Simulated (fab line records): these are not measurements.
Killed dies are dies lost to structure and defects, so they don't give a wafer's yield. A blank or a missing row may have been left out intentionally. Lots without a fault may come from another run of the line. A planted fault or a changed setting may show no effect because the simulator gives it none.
fab line records    flow nand_harc    part 2 of 2: steps 5 to 6 of 6
record lots=23  wafers=69  last_day=33
route steps=1302 shown A_STAIRCASE@710
lots with no fault: from the same line, run without faults
start_h: the number of hours between the record's first day and the start of the first shown wafer of the lot    wait_h: hours since the lot's step before    " same as the row above    L1.1+2: a single row standing in for several wafers    - either no value or no given start    * or withheld: withheld    < > ~ a bound
route shown NAME@n: a module of which the file shows steps, and the number in the route of the first    usual: average and standard deviation across the fault-free wafers    same: alike in all rows    chamber/n: place in a boat    sites: per-site readings    _std_site: the standard deviation of these    _edge_site: inner sites' mean taken away from outer sites' mean    radius_mm: how far each site lies from the wafer's centre    mask NAME#n: copy n    behind: the last tool/chamber to shape the wafer    hold: the reason the lot was held/the length of the hold in hours/how it ended    device: the n, p or np transistor that did not switch    end of line: the same wafers' tests at the end of the route    a step without rows: its recipe alone    killed: count of dies lost to structure and defects at first sort (not the wafer's yield)    map: per-die view of a wafer (x killed, . not killed, _ where there is no die)
set.NAME: the run value of the setting; set.NAME@STEP: its run value at that earlier step    model.NAME: the simulator's own value behind a step, which no gauge read
steps of the route over a sample of lots; a table a step, a row a wafer
services: a tool's chamber out of use, with start hour (start_h, from the record's first day; less than 0 if before it), hours out, and reason
## steps
# step NHARC_A_STAIRCASE_ETCH_273
# recipe target_depth_a=1.02e+05  time_s=2468.6  ion_energy_ev=800  c4f8_flow_sccm=80  o2_flow_sccm=60  ar_flow_sccm=withheld  rf_w=600  bias_w=3000  chemistry=C4F8/O2/Ar
# usual bias_w=3000/9  oes_product_au=0.938/0.011  rf_vpp_V=1825/10
lot.wafer  tool         chamber  start_h  wait_h  bias_w  oes_product_au  rf_hours_counter_h  rf_vpp_V
L074.3     rie_diel-10  2        -        -       2994    0.954           40                  1809
L074.2     "            3        "        "       3002    0.947           44                  1831
L074.5     "            3        "        "       3001    0.949           -                   1831
L075.2     rie_diel-07  2        -        -       3001    0.934           25                  1811
L075.3     "            3        "        "       3016    0.934           23                  1824
L075.5     "            2        "        "       2989    0.926           -                   1812
L076.3     rie_diel-10  0        -        -       2984    0.959           43                  1823
L076.5     "            2        "        "       2992    0.947           -                   1809
L076.6     "            3        "        "       2992    0.952           -                   1829
L077.2     rie_diel-07  1        -        -       3000    0.932           31                  1829
L077.4     "            2        "        "       2994    0.937           32                  1810
L077.6     "            1        "        "       2998    0.934           -                   1828
L078.4     rie_diel-11  1        -        -       3016    0.949           52                  1832
L078.3     "            3        "        "       2983    0.934           52                  1834
L078.5     "            1        "        "       3008    0.943           -                   1831
L079.2     rie_diel-07  0        -        -       2996    0.944           21                  1821
L079.5     "            1        "        "       3000    0.930           -                   1828
L079.6     "            2        "        "       2991    0.930           -                   1810
L080.3     rie_diel-11  1        -        -       2988    0.942           60                  1832
L080.4     "            0        "        "       2995    0.932           59                  1842
L080.6     "            1        "        "       2994    0.936           -                   1832
L082.2     rie_diel-07  0        -        -       3009    0.920           35                  1820
L082.4     "            1        "        "       2998    0.933           44                  1828
L082.5     "            2        "        "       3015    0.915           -                   1809
L081.2     rie_diel-11  0        -        -       3003    0.930           2                   1842
L081.4     "            1        "        "       2995    0.948           2                   1832
L081.6     "            2        "        "       2998    0.936           -                   1816
L084.3     rie_diel-11  0        -        -       3016    0.927           6                   1841
L084.4     "            1        "        "       2992    0.937           5                   1830
L084.6     "            2        "        "       2994    0.939           -                   1816
L083.2     rie_diel-10  1        -        -       3006    0.926           8                   1821
L083.4     "            3        "        "       3007    0.933           8                   1829
L083.3     "            0        "        "       3006    0.959           8                   1821
L085.2     rie_diel-10  1        -        -       2985    0.936           17                  1820
L085.3     "            2        "        "       3001    0.953           15                  1847
L085.5     "            1        "        "       2988    0.930           -                   1820
L086.4     rie_diel-07  0        -        -       3002    0.930           0                   1821
L086.6     "            1        "        "       3004    0.930           -                   1827
L086.5     "            2        "        "       3015    0.953           -                   1808
L088.3     rie_diel-11  0        -        -       3007    0.955           18                  1839
L088.2     "            1        "        "       3007    0.960           18                  1830
L088.6     "            3        "        "       2999    0.942           -                   1833
L087.3     rie_diel-07  2        -        -       3000    0.931           6                   1810
L087.4     "            0        "        "       2998    0.938           8                   1820
L087.6     "            1        "        "       2997    0.925           -                   1826
L089.3     rie_diel-10  0        -        -       3023    0.943           26                  1821
L089.2     "            1        "        "       3017    0.936           30                  1818
L089.4     "            2        "        "       2990    0.952           27                  1847
L090.4     rie_diel-11  3        -        -       2995    0.933           27                  1833
L090.5     "            1        "        "       2996    0.949           -                   1830
L090.6     "            2        "        "       2999    0.934           -                   1813
L091.3     rie_diel-11  3        -        -       3001    0.929           32                  1831
L091.4     "            2        "        "       3001    0.933           32                  1815
L091.5     "            3        "        "       3011    0.938           -                   1832
L092.3     rie_diel-11  3        -        -       3013    0.945           34                  1831
L092.4     "            0        "        "       3000    0.961           37                  1840
L092.5     "            3        "        "       2993    0.942           -                   1832
L093.1     rie_diel-10  1        -        -       2998    0.938           42                  1819
L093.5     "            0        "        "       3009    0.944           -                   1823
L093.6     "            1        "        "       3001    0.930           -                   1819
L094.3     rie_diel-10  1        -        -       2994    0.918           44                  1818
L094.1     "            2        "        "       3018    0.950           40                  1845
L094.6     "            0        "        "       2977    0.936           -                   1822
L095.1     rie_diel-07  1        -        -       3004    0.946           27                  1827
L095.4     "            0        "        "       2987    0.934           32                  1818
L095.5     "            2        "        "       2995    0.930           -                   1808
L096.2     rie_diel-07  2        -        -       2994    0.930           32                  1808
L096.4     "            3        "        "       2999    0.923           32                  1821
L096.5     "            1        "        "       3013    0.925           -                   1826
# step NHARC_A_STAIRCASE_STRIP_295
# recipe o2_flow_sccm=500  ar_flow_sccm=0  bias_w=0  chemistry=O2
# usual drypump_motor_current_A=6.0/0.39  oes_product_au=1.004/0.011  rf_vpp_V=57.7/0.84  showerhead_plenum_p_Torr=3.52/0.13  throttle_valve_pct=17.037/0.0092
# same bias_w=0
lot.wafer  tool         chamber  start_h  wait_h  drypump_motor_current_A  oes_product_au  rf_hours_counter_h  rf_vpp_V  showerhead_plenum_p_Torr  throttle_valve_pct
L074.3     rie_diel-07  1        -        -       6.3                      0.988           25                  57.6      3.54                      17.041
L074.2     "            2        "        "       5.8                      0.984           26                  58.3      3.32                      17.035
L074.5     "            0        "        "       5.1                      1.002           -                   57.8      3.46                      17.026
L075.3     rie_diel-11  2        -        -       5.5                      1.002           42                  57.5      3.39                      17.034
L075.2     "            0        "        "       5.3                      1.006           42                  57.9      3.75                      17.034
L075.5     "            2        "        "       5.6                      1.014           -                   58.3      3.39                      17.039
L076.3     rie_diel-11  3        -        -       6.3                      1.004           44                  58.1      3.63                      17.049
L076.6     "            3        "        "       6.3                      1.005           -                   57.8      3.63                      17.047
L076.5     "            0        "        "       5.3                      0.993           -                   58.1      3.75                      17.046
L077.2     rie_diel-11  2        -        -       5.5                      0.995           50                  57.5      3.39                      17.011
L077.4     "            0        "        "       5.4                      0.991           54                  58.0      3.74                      17.045
L077.6     "            3        "        "       6.3                      1.013           -                   57.7      3.62                      17.047
L078.4     rie_diel-11  2        -        -       5.5                      1.008           51                  57.4      3.39                      17.030
L078.3     "            3        "        "       6.3                      1.016           54                  58.5      3.62                      17.037
L078.5     "            3        "        "       6.3                      1.010           -                   58.7      3.62                      17.039
L079.2     rie_diel-10  0        -        -       6.3                      1.002           56                  57.3      3.49                      17.052
L079.5     "            0        "        "       6.3                      1.000           -                   57.8      3.49                      17.036
L079.6     "            1        "        "       6.2                      0.993           -                   58.8      3.44                      17.055
L080.4     rie_diel-10  0        -        -       6.3                      1.007           3                   59.0      3.48                      17.064
L080.3     "            2        "        "       5.5                      1.009           3                   58.6      3.81                      17.037
L080.6     "            0        "        "       6.3                      1.015           -                   58.0      3.48                      17.041
L082.4     rie_diel-07  1        -        -       6.3                      0.997           46                  58.9      3.53                      17.033
L082.2     "            2        "        "       5.8                      0.992           52                  56.5      3.30                      17.028
L082.5     "            2        "        "       5.8                      0.994           -                   57.5      3.30                      17.038
L081.2     rie_diel-11  2        -        -       5.6                      1.007           5                   57.2      3.38                      17.039
L081.4     "            1        "        "       6.4                      1.032           5                   58.0      3.59                      17.034
L081.6     "            3        "        "       6.3                      1.012           -                   57.1      3.61                      17.041
L084.3     rie_diel-07  1        -        -       6.3                      1.004           48                  56.6      3.53                      17.030
L084.4     "            0        "        "       5.1                      1.003           39                  57.2      3.45                      17.057
L084.6     "            2        "        "       5.8                      0.985           -                   57.7      3.30                      17.032
L083.2     rie_diel-10  0        -        -       6.3                      1.017           10                  57.8      3.48                      17.039
L083.4     "            1        "        "       6.2                      0.995           11                  57.7      3.43                      17.056
L083.3     "            2        "        "       5.5                      1.017           10                  56.9      3.80                      17.021
L085.3     rie_diel-10  2        -        -       5.5                      1.010           16                  58.1      3.80                      17.045
L085.2     "            3        "        "       6.2                      0.997           15                  57.0      3.56                      17.044
L085.5     "            3        "        "       6.2                      1.018           -                   57.7      3.56                      17.037
L086.4     rie_diel-07  3        -        -       6.0                      0.986           4                   57.9      3.46                      17.045
L086.5     "            2        "        "       5.8                      0.983           -                   57.2      3.30                      17.040
L086.6     "            3        "        "       6.0                      0.984           -                   56.9      3.46                      17.042
L088.2     rie_diel-10  1        -        -       6.1                      1.005           29                  57.6      3.42                      17.037
L088.3     "            2        "        "       5.5                      1.019           26                  58.3      3.79                      17.032
L088.6     "            0        "        "       6.3                      1.021           -                   57.6      3.47                      17.037
L087.4     rie_diel-10  2        -        -       5.5                      1.019           26                  58.1      3.79                      17.036
L087.3     "            3        "        "       6.2                      1.016           24                  58.8      3.56                      17.043
L087.6     "            2        "        "       5.5                      1.020           -                   58.8      3.79                      17.044
L089.4     rie_diel-07  3        -        -       6.1                      0.982           10                  56.8      3.46                      17.038
L089.2     "            0        "        "       5.1                      0.996           14                  58.6      3.44                      17.034
L089.3     "            1        "        "       6.3                      0.991           15                  57.4      3.52                      17.019
L090.4     rie_diel-10  1        -        -       6.1                      0.996           40                  57.5      3.41                      17.037
L090.5     "            3        "        "       6.1                      1.014           -                   58.1      3.55                      17.035
L090.6     "            0        "        "       6.3                      1.002           -                   55.9      3.46                      17.045
L091.3     rie_diel-11  0        -        -       5.3                      1.012           39                  58.3      3.72                      17.036
L091.4     "            3        "        "       6.3                      1.011           36                  58.5      3.60                      17.045
L091.5     "            0        "        "       5.4                      1.019           -                   58.6      3.72                      17.038
L092.4     rie_diel-11  3        -        -       6.3                      0.993           36                  58.5      3.60                      17.025
L092.3     "            0        "        "       5.3                      1.016           40                  58.7      3.71                      17.043
L092.5     "            2        "        "       5.6                      0.999           -                   56.5      3.36                      17.034
L093.1     rie_diel-11  3        -        -       6.3                      1.002           37                  58.3      3.60                      17.040
L093.6     "            3        "        "       6.3                      1.003           -                   57.9      3.60                      17.022
L093.5     "            0        "        "       5.3                      1.020           -                   58.8      3.71                      17.026
L094.1     rie_diel-10  0        -        -       6.3                      1.003           46                  57.2      3.46                      17.038
L094.3     "            2        "        "       5.5                      1.019           47                  58.6      3.78                      17.036
L094.6     "            1        "        "       6.1                      0.993           -                   57.2      3.41                      17.040
L095.1     rie_diel-10  0        -        -       6.3                      1.004           52                  56.8      3.46                      17.034
L095.4     "            0        "        "       6.3                      1.004           -                   58.1      3.46                      17.051
L095.5     "            1        "        "       6.1                      0.997           -                   55.9      3.41                      17.037
L096.2     rie_diel-10  0        -        -       6.3                      1.001           54                  57.8      3.46                      17.050
L096.4     "            2        "        "       5.5                      1.015           52                  55.9      3.78                      17.053
L096.5     "            0        "        "       6.3                      1.020           -                   56.3      3.46                      17.033
## services
tool         chamber  start_h  hours  kind
acl_dep-01   -        346.00   7.9    repair
rie_diel-07  2        347.87   6.1    repair
rie_diel-11  -        351.69   0.6    repair
rie_diel-10  1        355.09   12.8   repair
rie_diel-10  0        355.58   -      clean
rie_diel-10  2        355.58   -      clean
rie_diel-10  3        355.58   -      clean
acl_dep-01   -        371.47   13.0   pm
rie_diel-10  0        380.08   -      clean
rie_diel-10  1        380.08   -      clean
rie_diel-10  2        380.08   -      clean
rie_diel-11  2        395.11   2.1    repair
acl_dep-02   -        425.29   13.0   pm
rie_diel-10  -        425.53   9.0    pm
rie_diel-11  -        434.90   9.0    pm
rie_diel-10  2        450.87   4.9    repair
rie_diel-07  -        453.36   0.3    repair
rie_diel-07  1        458.45   2.3    repair
rie_diel-07  1        461.42   3.5    repair
rie_diel-07  -        473.11   9.0    pm
acl_dep-03   -        483.10   13.0   pm
acl_dep-01   -        552.50   13.0   pm
acl_dep-02   -        572.88   0.0    repair
rie_diel-10  2        582.99   5.5    repair
